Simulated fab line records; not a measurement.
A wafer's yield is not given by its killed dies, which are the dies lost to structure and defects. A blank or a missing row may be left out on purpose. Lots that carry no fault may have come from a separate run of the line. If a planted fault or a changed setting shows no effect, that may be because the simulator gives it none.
Matching of chambers | flow n5Finfet | 3 sister chambers for N5_BEOL_M0_SAQP_ILD_DEP_01 on pecvd-01
The step deposits SiOC from DEMS/O2, target thk 45.419 nm, time 8.7 s. 3 wafers are shown with their chamber, then 12 later ones without.

== WAFERS PAIRED WITH THEIR CHAMBERS ==
wafer  | chamber | showerheadPlenumPTorr (Torr)
L089.1 | 0       | 5.669
L089.3 | 2       | 5.667
L089.4 | 1       | 5.723

== WAFERS WITH NO CHAMBER GIVEN ==
wafer  | showerheadPlenumPTorr (Torr)
L090.1 | 5.666
L090.2 | 5.713
L090.6 | 5.663
L091.1 | 5.660
L091.2 | 5.709
L091.3 | 5.663
L093.1 | 5.657
L093.2 | 5.650
L093.6 | 5.659
L094.1 | 5.659
L094.2 | 5.648
L094.6 | 5.736

== THE CHAMBER EACH PASSED THROUGH ==
wafer  | from the rows above     | in truth
L090.1 | can't be placed: 2 or 0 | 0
L090.2 | 1                       | 1
L090.6 | can't be placed: 2 or 0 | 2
L091.1 | can't be placed: 2 or 0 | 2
L091.2 | 1                       | 1
L091.3 | can't be placed: 2 or 0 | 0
L093.1 | can't be placed: 2 or 0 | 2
L093.2 | can't be placed: 2 or 0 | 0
L093.6 | can't be placed: 2 or 0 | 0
L094.1 | can't be placed: 2 or 0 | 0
L094.2 | can't be placed: 2 or 0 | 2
L094.6 | 1                       | 1
3 of 12 placed correctly. From these rows, 9 cannot be placed; in 9 the true chamber is one of the candidates. Placed wrongly: 0.
How it was worked out, from the rows above alone: a wafer's distance from a chamber is the root of the sum, over the readings, of the square of ((its reading less the chamber's mean) divided by the reading's scatter). If the next closest chamber is less than 2 further off than the closest, the wafer can't be placed; otherwise it belongs to the closest. The mean given for a chamber averages the wafers shown for that chamber. The scatter: with one shown wafer a chamber, the root of the mean of the squares of how far each hidden wafer lies from its nearest shown one.
